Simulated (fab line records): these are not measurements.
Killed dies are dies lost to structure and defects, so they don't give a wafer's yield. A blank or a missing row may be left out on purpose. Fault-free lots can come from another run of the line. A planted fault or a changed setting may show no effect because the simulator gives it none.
Split-lot experiment	flow n5_finfet	on a route of 1938 steps: 7 lots, 21 wafers read

THE SPLIT ITSELF
At N5_BEOL_M10_ETCH_41 (etches SiCN in CH3F/O2, target depth 42.6 nm, time 86 s), the setting source_w was moved away from the recipe's 395 W on 7 of the 21 wafers read, by -16.2% to +12.3%. For the rest of the wafers, this setting stayed at what the recipe calls for.

The reading comes from the split's own step.

THE READING
rf_vpp_V, in V, at N5_BEOL_M10_ETCH_41 (etches SiCN in CH3F/O2, target depth 42.6 nm, time 86 s). Typical for fault-free wafers on this fab line: 297.5 V, with standard deviation 2 V.

wafer	tool, chamber at the split	source_w as run, W	against the recipe	rf_vpp_V, V	against lot-mates on the recipe
L075.1	rie_diel-05, 3	443.5	+12.3%	285.0	-9.8
L075.4	rie_diel-05, 0	395	recipe	294.8	-
L075.6	rie_diel-05, 0	443.5	+12.3%	283.0	-11.8
L076.1	rie_diel-01, 1	331.2	-16.2%	313.7	+17.1
L076.4	rie_diel-01, 3	331.2	-16.2%	312.9	+16.3
L076.6	rie_diel-01, 1	395	recipe	296.6	-
L078.1	rie_diel-01, 3	395	recipe	296.8	-
L078.2	rie_diel-01, 1	337	-14.7%	313.3	+16.5
L078.6	rie_diel-01, 1	337	-14.7%	314.0	+17.2
L085.1	rie_diel-05, 2	395	recipe	300.9	-
L085.4	rie_diel-05, 1	395	recipe	299.9	-
L085.5	rie_diel-05, 2	395	recipe	299.2	-
L089.3	rie_diel-01, 2	395	recipe	297.4	-
L089.5	rie_diel-01, 0	395	recipe	297.7	-
L089.6	rie_diel-01, 1	395	recipe	295.7	-
L093.4	rie_diel-05, 2	395	recipe	299.4	-
L093.5	rie_diel-05, 3	395	recipe	295.6	-
L093.6	rie_diel-05, 2	395	recipe	300.5	-
L097.3	rie_diel-06, 3	437.9	+10.9%	288.1	-9.8
L097.5	rie_diel-06, 0	395	recipe	297.9	-
L097.6	rie_diel-06, 1	395	recipe	297.8	-

FIT RESULTS
A straight line over all 21 wafers: rf_vpp_V changes by -1.03 V for each +1% of source_w; r = -0.98; the points scatter about the line by 1.7 V.
The same after taking each lot's own level away (the mean of its wafers on the recipe; 21 wafers): -1.02 V for each +1%; r = -0.99; scatter 1.3 V.
According to that fit, moving source_w by its largest amount changes the reading by 16 V.
The span of the lots' own levels, 294.80 to 300.00 V, comes to 2.6 times the standard deviation stated above.
The two slopes are in agreement: the lot-to-lot level therefore moves the slope only a little.
Check: with one of the wafers moved furthest among these (-16.2%) left out of the fit, the line predicts +16.8 V for it against its lot-mates. It came out at +17.1 V against them.
Tool readings at the split's step, against how far the setting was moved: rf_vpp_V r = -0.98.

THESE WAFERS: OTHER SPLITS
Other splits were also applied to these wafers ahead of the reading. Each is held against what the fit with the lots' levels taken away leaves over:
other split on the same wafers	wafers away from the commonest value	r with rf_vpp_V (lot level and that fit taken away)
N5_BEOL_M7_ETCH_62 source_w	10	+0.12
N5_BEOL_M8_COAT_22 spin_rpm	7	+0.06
N5_BEOL_M10_COAT_63 spin_rpm	2	+0.00
N5_BEOL_M10_PEB_26 peb_time_s	5	+0.12
N5_BEOL_M10_VIA_ETCH_34 time_s	7	+0.05

THE FILE'S OWN FIT
rf_vpp_V changes by -1.01 V for each +1% of source_w, r = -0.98.
